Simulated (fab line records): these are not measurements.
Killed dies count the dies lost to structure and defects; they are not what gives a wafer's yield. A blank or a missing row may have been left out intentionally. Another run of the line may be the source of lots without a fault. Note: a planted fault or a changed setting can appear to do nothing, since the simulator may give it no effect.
One fault through the eyes of 2 desks | flow nandHarc | what lay behind the numbers comes last; until then each desk has only its own

## AT THE METROLOGY DESK
What the gauges read for every lot (on any tool): the sampled wafers with a number, averaged. A lot is out of limits, marked OUT, if its mean lies more than 4 standard deviations from the usual mean; the brackets give that distance.
Columns: A = overlayXNm at NHARC_HYBRID_BOND_OVL_MEAS_05, usual 3 nm; B = overlayYNm at NHARC_HYBRID_BOND_OVL_MEAS_05, usual -4 nm
lot  | first seen here | A   | B
L262 | day 24 11:50    | 2   | -2
L265 | day 24 18:44    | 40  | -32
L267 | day 26 05:16    | 20  | -14
L268 | day 26 12:29    | 23  | 7
L269 | day 26 12:29    | 19  | 30
L270 | day 28 14:57    | 24  | -13
L273 | day 28 14:57    | -27 | -23
L271 | day 28 14:58    | 33  | -14
L274 | day 29 11:39    | 18  | -10
L275 | day 29 11:40    | 9   | 8
L282 | day 32 09:17    | 4   | 17
L283 | day 32 14:59    | 3   | 33
L284 | day 33 02:20    | 7   | -11
Finding of this desk: none of the 13 lots has anything out of limits.

## TOOL OWNER'S DESK, aclDep-01
The tool's own readings at NHARC_A_CHANNEL_HOLE_D1_DEP_00 (deposits aC, target thk 3100 nm): means of the sampled wafers that have a number, for each lot that ran on this tool. A lot is out of limits, marked OUT, if its mean lies more than 4 standard deviations from the usual mean; the brackets give that distance.
Columns: A = throttleValvePct at NHARC_A_CHANNEL_HOLE_D1_DEP_00, usual 35.001 %
lot  | first seen here | A
L265 | day 9 15:53     | 35.008
L267 | day 10 21:33    | 35.004
L269 | day 11 15:52    | 35.014
L270 | day 12 05:15    | 34.995
L273 | day 13 03:56    | 34.992
L274 | day 13 21:43    | 34.998
L275 | day 14 09:37    | 35.003
L284 | day 17 23:14    | 35.008
Finding of this desk: none of the 8 lots has anything out of limits.

## BROUGHT TOGETHER
Nothing out of limits was seen by the metrology desk.
The tool owner's desk saw nothing out of limits.

## WHAT HAD BEEN PUT IN BY THE SIMULATOR
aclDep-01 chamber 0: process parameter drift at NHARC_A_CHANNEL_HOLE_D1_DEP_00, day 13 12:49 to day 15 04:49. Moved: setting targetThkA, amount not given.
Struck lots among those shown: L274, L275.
